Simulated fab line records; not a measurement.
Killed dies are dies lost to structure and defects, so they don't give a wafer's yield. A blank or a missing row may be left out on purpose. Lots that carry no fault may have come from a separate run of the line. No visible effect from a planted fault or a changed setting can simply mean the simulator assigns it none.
2 desks, one fault	flow n5-finfet	each desk has only its own numbers; what lay behind them comes last

== AT THE TOOL OWNER'S DESK: rie-diel-04 ==
The tool's own readings at N5_BEOL_M2_ETCH_69 (etches SiARC in CF4, target depth 15.6 nm, time 26 s): means of the sampled wafers that have a number, for each lot that ran on this tool. Any lot whose mean is over 4 standard deviations away from the usual mean is out of limits and marked OUT; that distance is given in the brackets.
Columns: A = drypump-motor-current-A at N5_BEOL_M2_ETCH_69, usual 5.6 A; B = etch-rf-on-time-s at N5_BEOL_M2_ETCH_69, usual 25.8 s; C = oes-product-au at N5_BEOL_M2_ETCH_69, usual 0.71 a.u.; D = rf-vpp-V at N5_BEOL_M2_ETCH_69, usual 184.4 V; E = showerhead-plenum-p-Torr at N5_BEOL_M2_ETCH_69, usual 2.17 Torr; F = throttle-valve-pct at N5_BEOL_M2_ETCH_69, usual 15.55 %
lot	first seen here	A	B	C	D	E	F
L410	day 6 16:54	5.5	26.4	0.72	183.5	2.08	15.59
L419	day 8 23:11	5.2	26.1	0.75	184.9	2.21	15.29
L423	day 10 04:44	5.6	30.5 (+13) OUT	0.72	185.7	2.27	15.39
L427	day 11 03:34	5.8	29.0 (+8.9) OUT	0.69	184.4	2.17	15.48
This desk's verdict: out of limits on L423, L427, starting with L423 at day 10 04:44 (etch-rf-on-time-s at N5_BEOL_M2_ETCH_69). L410, L419: within limits.

== FROM THE METROLOGY DESK ==
What the gauges read, lot by lot, whatever tool the lot ran on: means of the sampled wafers that have a number. Any lot whose mean is over 4 standard deviations away from the usual mean is out of limits and marked OUT; that distance is given in the brackets. Only the readings that lie furthest out on some lot appear, 7 of the 10 it has.
Columns: A = IOFF_N at N5_BEOL_M4_RC_MEAS_101, usual 0.169 nA/um; B = IOFF_P at N5_BEOL_M4_RC_MEAS_101, usual 0.206 nA/um; C = ION_N at N5_BEOL_M4_RC_MEAS_101, usual 679 uA/um; D = ION_P at N5_BEOL_M4_RC_MEAS_101, usual 462 uA/um; E = SS_N at N5_BEOL_M4_RC_MEAS_101, usual 71.6 mV/dec; F = VT_N at N5_BEOL_M4_RC_MEAS_101, usual 248.8 mV; G = VT_P at N5_BEOL_M4_RC_MEAS_101, usual -251 mV
lot	first seen here	A	B	C	D	E	F	G
L410	day 9 01:16	0.151	0.167	674	458	70.6	250.7	-256
L413	day 10 08:19	0.150	0.202	674	463	70.9	249.6	-252
L419	day 11 05:14	0.164	0.237	685	474	71.5	246.4	-249
L423	day 12 06:56	0.163	0.205	686	464	71.2	250.1	-248
L425	day 12 14:08	0.153	0.181	667	454	71.2	252.0	-255
L427	day 13 11:52	0.170	0.171	675	450	71.4	249.8	-257
L430	day 14 04:37	0.160	0.214	674	466	72.0	250.6	-250
L431	day 15 03:05	0.165	0.174	677	451	71.3	248.0	-256
L433	day 15 13:02	0.147	0.180	674	459	71.2	252.8	-252
Finding of this desk: none of the 9 lots has anything out of limits.

== PUT TOGETHER ==
The tool owner's desk could have raised an alarm at day 10 04:44, on L423, L427.
Metrology desk: nothing out of limits seen.
The metrology desk has L423, L427 on record, within its limits.
All the named lots went through N5_BEOL_M2_ETCH_69 on rie-diel-04.

== WHAT HAD BEEN PUT IN BY THE SIMULATOR ==
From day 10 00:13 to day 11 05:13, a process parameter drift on rie-diel-04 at N5_BEOL_M2_ETCH_69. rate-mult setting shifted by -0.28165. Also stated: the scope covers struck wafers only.
Lots struck among those shown: L423, L427.
How many hours passed from the start of the fault until each desk's first out-of-limits reading: the tool owner's desk, 5.
